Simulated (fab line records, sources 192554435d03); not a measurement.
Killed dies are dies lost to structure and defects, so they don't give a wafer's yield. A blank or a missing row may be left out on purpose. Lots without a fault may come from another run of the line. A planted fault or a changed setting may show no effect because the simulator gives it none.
fab line records | flow n5_finfet | part 1 of 2: steps 1 to 4 of 6
record lots=20 wafers=60 last_day=17
route steps=1938 shown BEOL_M10@1512 BEOL_M11@1552
lots that met no fault: from a run of the same line without faults
start_h: hours from the record's first day to the start of the lot's first wafer shown | wait_h: hours since the lot's step before | " the same as in the row above | L1.1+2: a row that stands for several wafers | - no value, or no start given | * or withheld: withheld | < > ~ a bound
route shown NAME@n: a module of which the file shows steps, and the number in the route of the first | usual: mean/standard deviation of fault-free wafers | same: alike in all rows | chamber/n: place in a boat | sites: the reading at each site | _std_site: their standard deviation | _edge_site: outer sites' mean less inner sites' | radius_mm: how far each site lies from the wafer's centre | mask NAME#n: copy n | behind: the tool/chamber that last shaped the wafer | hold: why the lot was held/for how many hours/how that ended | device: the transistor (n, p or np) that didn't switch | end of line: the same wafers' tests at the end of the route | a step without rows: its recipe alone | killed: dies lost to structure and defects at the first sort, not the wafer's yield | map: a wafer's dies, x killed, . not, _ none there
set.NAME: the setting as run; set.NAME@STEP: as run at that earlier step | model.NAME: the simulator's own value behind a step, which no gauge read
steps of the route over a sample of lots; a table a step, a row a wafer
services: from which hour (start_h, from the record's first day; less than 0 if before it) a tool's chamber was out of use, for how many hours, and why
## steps
# step N5_BEOL_M10_TRENCH_ETCH_37
# recipe chemistry=C4F6/O2 target_depth_a=1488.3 target=SiCOH_lowk time_s=48 ion_energy_ev=250 pressure_mtorr=30 source_w=345 bias_w=185 Ar_flow_sccm=300 C4F6_flow_sccm=10 O2_flow_sccm=10
# usual bias_w=185.1/0.53 drypump_motor_current_A=5.5/0.48 oes_product_au=0.77/0.076 rf_vpp_V=659/9.8 showerhead_plenum_p_Torr=2.85/0.11 throttle_valve_pct=21.03/0.26
# columns lot.wafer tool chamber start_h wait_h bias_w drypump_motor_current_A oes_product_au rf_hours_counter_h rf_vpp_V showerhead_plenum_p_Torr throttle_valve_pct
L074.1 rie_diel-05 1 - - 185.7 5.1 0.86 52 655 2.79 20.92
L074.4 " 2 " " 184.9 5.4 0.86 - 663 2.97 20.57
L074.6 " 1 " " 185.4 5.1 0.86 - 654 2.79 20.87
L076.2 rie_diel-05 1 - - 185.4 5.1 0.86 58 652 2.79 20.90
L076.3 " 0 " " 185.4 5.9 0.75 138 663 2.99 21.35
L076.4 " 1 " " 185.6 5.1 0.86 - 653 2.79 20.90
L077.2 rie_diel-05 2 - - 185.5 5.4 0.84 70 663 2.97 20.59
L077.3 " 1 " " 185.9 5.1 0.85 59 655 2.79 20.90
L077.5 " 2 " " 185.3 5.4 0.84 - 663 2.97 20.60
L079.3 rie_diel-05 2 - - 185.3 5.4 0.84 74 662 2.97 20.60
L079.4 " 2 " " 185.4 5.4 0.83 - 664 2.97 20.60
L079.5 " 0 " " 185.8 5.9 0.75 - 665 2.99 21.35
L080.2 rie_diel-06 2 - - 184.7 5.3 0.71 209 648 2.81 21.09
L080.3 " 1 " " 185.0 5.6 0.71 211 682 2.83 21.36
L080.6 " 1 " " 185.9 5.6 0.71 - 682 2.83 21.37
L081.2 rie_diel-04 3 - - 185.0 5.1 0.74 152 664 2.86 21.21
L081.3 " 0 " " 184.9 5.7 0.66 238 662 2.93 21.01
L081.4 " 2 " " 184.5 6.3 0.82 82 651 2.79 21.27
L082.1 rie_diel-04 1 - - 184.6 5.8 0.72 204 666 2.69 20.68
L082.4 " 0 " " 185.6 5.7 0.66 238 663 2.93 21.04
L082.5 " 0 " " 186.0 5.7 0.66 - 664 2.93 21.04
L083.1 rie_diel-06 0 - - 185.2 4.8 0.73 183 641 2.75 21.08
L083.5 " 1 " " 184.4 5.6 0.72 - 680 2.83 21.37
L083.6 " 0 " " 185.3 4.8 0.74 - 639 2.75 21.08
L084.1 rie_diel-06 1 - - 184.4 5.6 0.70 223 682 2.82 21.37
L084.2 " 2 " " 185.2 5.3 0.71 220 647 2.80 21.11
L084.4 " 0 " " 183.7 4.8 0.72 192 640 2.74 21.11
L086.1 rie_diel-04 2 - - 185.1 6.3 0.80 95 652 2.78 21.27
L086.2 " 1 " " 185.1 5.8 0.71 217 667 2.68 20.71
L086.4 " 2 " " 184.9 6.3 0.80 - 653 2.78 21.29
L087.2 rie_diel-06 1 - - 184.7 5.6 0.71 228 681 2.82 21.38
L087.4 " 0 " " 185.8 4.8 0.72 198 638 2.74 21.11
L087.5 " 3 " " 185.1 4.9 0.90 - 661 3.03 21.06
L085.3 rie_diel-05 2 - - 185.7 5.4 0.82 92 663 2.96 20.62
L085.4 " 0 " " 185.1 5.9 0.74 162 663 2.98 21.40
L085.5 " 3 " " 185.7 6.4 0.92 - 656 3.02 20.64
L088.3 rie_diel-04 3 - - 184.7 5.1 0.73 166 663 2.85 21.22
L088.4 " 1 " " 184.8 5.8 0.71 - 666 2.68 20.70
L088.5 " 2 " " 184.6 6.3 0.81 - 652 2.78 21.29
L089.1 rie_diel-04 3 - - 185.3 5.1 0.73 169 661 2.85 21.22
L089.2 " 1 " " 185.1 5.9 0.71 221 667 2.68 20.72
L089.6 " 3 " " 184.4 5.1 0.73 - 662 2.85 21.21
L091.3 rie_diel-04 0 - - 184.7 5.8 0.98 0 661 2.92 20.70
L091.4 " 3 " " 184.7 5.1 0.72 175 664 2.85 21.22
L091.5 " 3 " " 184.8 5.1 0.73 - 664 2.85 21.23
L092.1 rie_diel-04 2 - - 184.2 6.3 0.80 106 651 2.78 21.31
L092.2 " 0 " " 185.5 5.7 0.98 4 662 2.92 20.71
L092.5 " 2 " " 184.5 6.3 0.79 - 652 2.78 21.32
L094.1 rie_diel-05 2 - - 183.8 5.3 0.79 107 662 2.95 20.64
L094.4 " 1 " " 185.2 5.1 0.80 97 654 2.77 20.95
L094.5 " 0 " " 185.2 5.9 0.71 - 663 2.97 21.41
L096.3 rie_diel-04 1 - - 185.3 5.8 0.70 240 667 2.67 20.75
L096.5 " 3 " " 184.5 5.1 0.71 - 663 2.85 21.25
L096.6 " 0 " " 184.5 5.7 0.94 - 662 2.92 20.74
L095.1 rie_diel-06 2 - - 184.2 5.3 0.68 247 645 2.79 21.15
L095.4 " 1 " " 185.4 5.6 0.69 242 681 2.81 21.39
L095.6 " 2 " " 184.2 5.3 0.69 - 646 2.79 21.14
L097.1 rie_diel-06 0 - - 185.9 4.8 0.70 220 639 2.73 21.13
L097.2 " 3 " " 184.9 4.9 0.86 65 660 3.02 21.08
L097.5 " 2 " " 184.6 5.3 0.68 - 646 2.79 21.14
# step N5_BEOL_M10_INSPECT_58
# recipe inspect_instrument=darkfield mode=post_dep
# usual raw_defect_count=73/20
# columns lot.wafer tool chamber start_h wait_h raw_defect_count
L074.1 defect_inspect-02 - 219.93 0.0 75
L074.4 " - " " 60
L074.6 " - " " 72
L076.2 defect_inspect-01 - 231.62 0.0 57
L076.3 " - " " 44
L076.4 " - " " 82
L077.2 defect_inspect-01 - 235.03 0.0 65
L077.3 " - " " 71
L077.5 " - " " 89
L079.3 defect_inspect-01 - 244.94 0.0 84
L079.4 " - " " 115
L079.5 " - " " 106
L080.2 defect_inspect-02 - 252.46 0.0 68
L080.3 " - " " 52
L080.6 " - " " 66
L081.2 defect_inspect-01 - 254.09 0.0 94
L081.3 " - " " 135
L081.4 " - " " 74
L082.1 defect_inspect-01 - 255.52 0.0 103
L082.4 " - " " 82
L082.5 " - " " 45
L083.1 defect_inspect-01 - 256.72 0.0 119
L083.5 " - " " 97
L083.6 " - " " 88
L084.1 defect_inspect-02 - 278.81 0.0 85
L084.2 " - " " 53
L084.4 " - " " 67
L086.1 defect_inspect-01 - 292.48 0.0 98
L086.2 " - " " 51
L086.4 " - " " 66
L087.2 defect_inspect-01 - 292.54 0.0 75
L087.4 " - " " 58
L087.5 " - " " 53
L085.3 defect_inspect-01 - 293.11 0.0 62
L085.4 " - " " 65
L085.5 " - " " 101
L088.3 defect_inspect-02 - 294.13 0.0 57
L088.4 " - " " 76
L088.5 " - " " 73
L089.1 defect_inspect-02 - 300.19 0.0 100
L089.2 " - " " 74
L089.6 " - " " 52
L091.3 defect_inspect-02 - 313.13 0.0 51
L091.4 " - " " 84
L091.5 " - " " 81
L092.1 defect_inspect-02 - 323.73 0.0 63
L092.2 " - " " 91
L092.5 " - " " 60
L094.1 defect_inspect-02 - 340.03 0.0 70
L094.4 " - " " 59
L094.5 " - " " 44
L096.3 defect_inspect-01 - 349.70 0.0 40
L096.5 " - " " 38
L096.6 " - " " 52
L095.1 defect_inspect-01 - 353.46 0.0 80
L095.4 " - " " 94
L095.6 " - " " 68
L097.1 defect_inspect-02 - 354.53 0.0 62
L097.2 " - " " 76
L097.5 " - " " 79
# step N5_BEOL_M11_DESCUM_16
# recipe chemistry=O2 time_s=7.9 source_power_w=50 bias_power_w=20 pressure_mtorr=20 rf_frequency_hz=2.712e+07 temp_c=40 resist=CAR-ArF o2_flow_sccm=225
# usual drypump_motor_current_A=5.9/0.49 o2_flow_sccm=225.0/0.63 oes_product_au=0.77/0.085 rf_vpp_V=243.6/1.3 showerhead_plenum_p_Torr=2.12/0.06 throttle_valve_pct=20.40/0.18
# columns lot.wafer tool chamber start_h wait_h drypump_motor_current_A o2_flow_sccm oes_product_au rf_hours_counter_h rf_vpp_V showerhead_plenum_p_Torr throttle_valve_pct
L074.1 rie_diel-02 3 223.32 0.3 5.6 225.0 0.93 15 245.2 2.24 20.13
L074.4 " 1 " " 5.8 224.3 0.74 168 242.6 2.10 20.30
L074.6 " 1 " " 5.8 225.1 0.74 - 242.0 2.10 20.30
L076.2 rie_diel-02 2 233.70 0.0 6.5 225.2 0.70 222 242.9 2.06 20.59
L076.3 " 0 " " 5.1 225.8 0.68 243 245.0 2.15 20.61
L076.4 " 1 " " 5.7 225.2 0.74 172 242.6 2.10 20.30
L077.2 rie_diel-01 1 237.87 0.2 5.9 225.1 0.86 64 245.5 2.23 20.39
L077.3 " 3 " " 6.3 225.5 0.73 205 243.8 2.09 20.50
L077.5 " 0 " " 5.8 225.7 0.89 - 243.4 2.10 20.26
L079.3 rie_diel-03 0 246.71 0.3 6.7 225.1 0.75 140 243.3 2.10 20.53
L079.4 " 1 " " 6.1 224.6 0.73 188 244.0 2.15 20.42
L079.5 " 1 " " 6.1 224.2 0.73 - 244.6 2.15 20.41
L080.2 rie_diel-03 2 255.40 0.0 4.9 224.8 0.86 35 241.5 2.03 20.10
L080.3 " 1 " " 6.1 224.5 0.73 191 245.2 2.15 20.43
L080.6 " 1 " " 6.1 224.6 0.73 - 243.7 2.15 20.42
L081.2 rie_diel-02 1 256.36 0.0 5.8 224.5 0.73 181 242.5 2.10 20.32
L081.3 " 3 " " 5.6 224.6 0.90 - 245.5 2.23 20.15
L081.4 " 1 " " 5.8 224.9 0.74 - 243.5 2.10 20.30
L082.1 rie_diel-03 0 258.68 0.0 6.7 223.3 0.75 143 243.1 2.10 20.55
L082.4 " 2 " " 4.8 223.6 0.85 36 242.6 2.03 20.09
L082.5 " 3 " " 5.9 225.1 0.71 - 245.2 2.17 20.70
L083.1 rie_diel-01 1 258.84 0.0 5.9 224.8 0.84 70 246.4 2.23 20.42
L083.5 " 3 " " 6.2 224.9 0.72 - 244.2 2.09 20.51
L083.6 " 0 " " 5.8 224.7 0.87 - 244.2 2.10 20.27
L084.1 rie_diel-03 2 281.73 0.0 4.9 224.9 0.84 44 242.2 2.03 20.10
L084.2 " 3 " " 5.9 225.4 0.70 209 244.2 2.17 20.72
L084.4 " 1 " " 6.1 226.2 0.72 199 244.5 2.15 20.43
L086.1 rie_diel-02 2 294.11 0.0 6.4 224.5 0.69 239 243.2 2.05 20.61
L086.2 " 1 " " 5.7 224.9 0.73 198 243.0 2.09 20.33
L086.4 " 3 " " 5.6 223.1 0.88 45 245.7 2.22 20.17
L087.2 rie_diel-01 1 294.37 0.0 5.9 223.9 0.82 81 245.1 2.23 20.43
L087.4 " 1 " " 5.9 225.5 0.83 - 244.5 2.23 20.43
L087.5 " 0 " " 5.8 224.4 0.86 - 243.5 2.10 20.29
L085.3 rie_diel-03 3 295.09 0.0 5.9 224.4 0.69 212 243.3 2.17 20.71
L085.4 " 2 " " 4.8 224.7 0.83 50 242.6 2.02 20.13
L085.5 " 1 " " 6.1 224.7 0.71 - 243.5 2.15 20.44
L088.3 rie_diel-01 1 297.87 0.0 5.9 224.8 0.83 82 244.1 2.23 20.43
L088.4 " 0 " " 5.8 224.3 0.86 - 243.5 2.10 20.30
L088.5 " 3 " " 6.3 225.2 0.72 - 243.6 2.08 20.54
L089.1 rie_diel-01 1 302.90 0.0 5.9 225.7 0.82 83 245.4 2.23 20.46
L089.2 " 0 " " 5.8 224.8 0.85 58 243.8 2.10 20.29
L089.6 " 1 " " 5.9 226.2 0.81 - 244.5 2.23 20.44
L091.3 rie_diel-02 3 315.21 0.0 5.6 225.6 0.87 51 246.0 2.22 20.20
L091.4 " 0 " " 5.1 225.1 0.95 7 243.9 2.15 20.16
L091.5 " 2 " " 6.5 225.4 0.69 - 243.8 2.05 20.61
L092.1 rie_diel-01 0 327.19 0.0 5.8 224.1 0.85 67 242.9 2.09 20.30
L092.2 " 3 " " 6.3 225.7 0.71 235 242.1 2.08 20.55
L092.5 " 0 " " 5.8 224.5 0.84 - 244.2 2.09 20.31
L094.1 rie_diel-03 3 342.98 0.0 5.9 225.3 0.69 225 244.7 2.16 20.74
L094.4 " 1 " " 6.1 224.7 0.70 218 244.7 2.14 20.46
L094.5 " 3 " " 5.9 225.4 0.68 - 244.8 2.16 20.72
L096.3 rie_diel-02 1 352.41 0.1 5.8 226.3 0.69 - 243.7 2.08 20.36
L096.5 " 1 " " 5.7 225.5 0.70 - 244.6 2.08 20.36
L096.6 " 1 " " 5.7 225.2 0.70 - 243.1 2.08 20.35
L095.1 rie_diel-02 2 354.78 0.0 6.5 225.5 0.97 1 243.9 2.05 20.17
L095.4 " 2 " " 6.5 225.1 0.97 - 241.9 2.05 20.18
L095.6 " 3 " " 5.6 225.3 0.84 - 243.2 2.22 20.22
L097.1 rie_diel-01 1 357.57 0.0 5.9 225.4 0.81 101 244.1 2.22 20.47
L097.2 " 2 " " 5.7 224.3 0.69 237 244.2 2.15 20.18
L097.5 " 3 " " 6.3 225.1 0.70 - 242.5 2.07 20.56
# step N5_BEOL_M11_STRIP_67
# recipe chemistry=CF4 resist=SiARC power_w=300 bias_power_w=75 pressure_mtorr=50 cf4_flow_sccm=150 rf_frequency_hz=6e+07
# usual drypump_motor_current_A=5.9/0.49 oes_product_au=0.77/0.083 rf_vpp_V=271.6/1.2 showerhead_plenum_p_Torr=1.82/0.047 throttle_valve_pct=13.58/0.22
# columns lot.wafer tool chamber start_h wait_h drypump_motor_current_A oes_product_au rf_hours_counter_h rf_vpp_V showerhead_plenum_p_Torr throttle_valve_pct
L074.1 rie_diel-02 3 223.55 0.0 5.6 0.94 15 274.7 1.90 13.16
L074.4 " 1 " " 5.8 0.74 169 270.3 1.78 13.36
L074.6 " 1 " " 5.8 0.75 - 270.6 1.78 13.35
L076.2 rie_diel-02 2 233.93 0.0 6.5 0.72 222 270.9 1.76 13.74
L076.3 " 0 " " 5.1 0.69 244 271.5 1.83 13.73
L076.4 " 1 " " 5.8 0.74 173 272.4 1.78 13.37
L077.2 rie_diel-01 1 238.10 0.0 5.9 0.84 65 273.2 1.90 13.47
L077.3 " 3 " " 6.3 0.72 205 271.9 1.80 13.76
L077.5 " 0 " " 5.8 0.87 - 272.1 1.84 13.56
L079.3 rie_diel-03 0 246.94 0.0 6.7 0.75 140 270.9 1.81 13.62
L079.4 " 1 " " 6.0 0.72 188 272.1 1.87 13.80
L079.5 " 1 " " 6.1 0.72 - 271.9 1.87 13.81
L080.2 rie_diel-03 2 255.63 0.0 4.9 0.86 35 270.2 1.76 13.37
L080.3 " 1 " " 6.1 0.73 192 273.7 1.86 13.80
L080.6 " 1 " " 6.0 0.72 - 272.5 1.86 13.83
L081.2 rie_diel-02 1 256.70 0.0 5.8 0.73 181 271.7 1.77 13.37
L081.3 " 3 " " 5.6 0.91 - 271.7 1.90 13.21
L081.4 " 1 " " 5.7 0.73 - 272.2 1.77 13.38
L082.1 rie_diel-03 0 258.91 0.0 6.8 0.75 143 270.8 1.81 13.63
L082.4 " 2 " " 4.9 0.85 36 270.5 1.76 13.40
L082.5 " 3 " " 5.9 0.70 - 271.8 1.84 13.83
L083.1 rie_diel-01 1 259.07 0.0 5.9 0.83 70 273.3 1.90 13.50
L083.5 " 3 " " 6.3 0.72 - 271.9 1.80 13.76
L083.6 " 0 " " 5.8 0.86 - 271.0 1.83 13.59
L084.1 rie_diel-03 2 281.96 0.0 4.9 0.85 44 268.0 1.76 13.40
L084.2 " 3 " " 5.9 0.70 209 273.7 1.84 13.82
L084.4 " 1 " " 6.1 0.72 199 272.1 1.86 13.84
L086.1 rie_diel-02 2 294.34 0.0 6.4 0.70 239 270.5 1.75 13.79
L086.2 " 1 " " 5.7 0.72 198 269.9 1.77 13.41
L086.4 " 3 " " 5.6 0.88 45 272.5 1.89 13.26
L087.2 rie_diel-01 1 294.60 0.0 5.9 0.82 81 273.8 1.90 13.53
L087.4 " 1 " " 5.9 0.82 - 272.8 1.90 13.51
L087.5 " 0 " " 5.8 0.85 - 270.9 1.83 13.62
L085.3 rie_diel-03 3 295.32 0.0 5.9 0.70 212 270.9 1.84 13.85
L085.4 " 2 " " 4.9 0.83 50 269.8 1.76 13.39
L085.5 " 1 " " 6.1 0.71 - 272.2 1.86 13.85
L088.3 rie_diel-01 1 298.10 0.0 5.9 0.82 82 272.8 1.90 13.51
L088.4 " 0 " " 5.8 0.85 - 271.2 1.83 13.64
L088.5 " 3 " " 6.2 0.71 - 270.5 1.79 13.81
L089.1 rie_diel-01 1 303.13 0.0 5.9 0.81 84 272.7 1.90 13.52
L089.2 " 0 " " 5.8 0.85 58 272.7 1.83 13.63
L089.6 " 1 " " 5.9 0.82 - 273.4 1.89 13.52
L091.3 rie_diel-02 3 315.44 0.0 5.6 0.87 51 273.8 1.89 13.25
L091.4 " 0 " " 5.0 0.95 7 271.3 1.83 13.16
L091.5 " 2 " " 6.5 0.69 - 270.6 1.75 13.80
L092.1 rie_diel-01 0 327.54 0.0 5.8 0.83 68 271.6 1.83 13.64
L092.2 " 3 " " 6.3 0.70 235 270.3 1.79 13.83
L092.5 " 0 " " 5.8 0.83 - 272.7 1.83 13.64
L094.1 rie_diel-03 3 343.21 0.0 5.9 0.68 225 272.1 1.84 13.86
L094.4 " 1 " " 6.1 0.70 218 273.6 1.86 13.86
L094.5 " 3 " " 5.9 0.68 - 272.1 1.84 13.88
L096.3 rie_diel-02 1 353.09 0.0 5.7 0.71 - 269.2 1.76 13.49
L096.5 " 1 " " 5.7 0.70 - 272.4 1.76 13.47
L096.6 " 1 " " 5.8 0.71 - 268.5 1.76 13.47
L095.1 rie_diel-02 2 355.01 0.0 6.5 0.95 1 272.1 1.75 13.22
L095.4 " 2 " " 6.5 0.96 - 271.5 1.75 13.23
L095.6 " 3 " " 5.6 0.86 - 272.8 1.89 13.28
L097.1 rie_diel-01 1 357.80 0.0 5.9 0.80 101 274.2 1.89 13.54
L097.2 " 2 " " 5.7 0.70 237 272.3 1.83 13.42
L097.5 " 3 " " 6.3 0.70 - 269.1 1.79 13.86
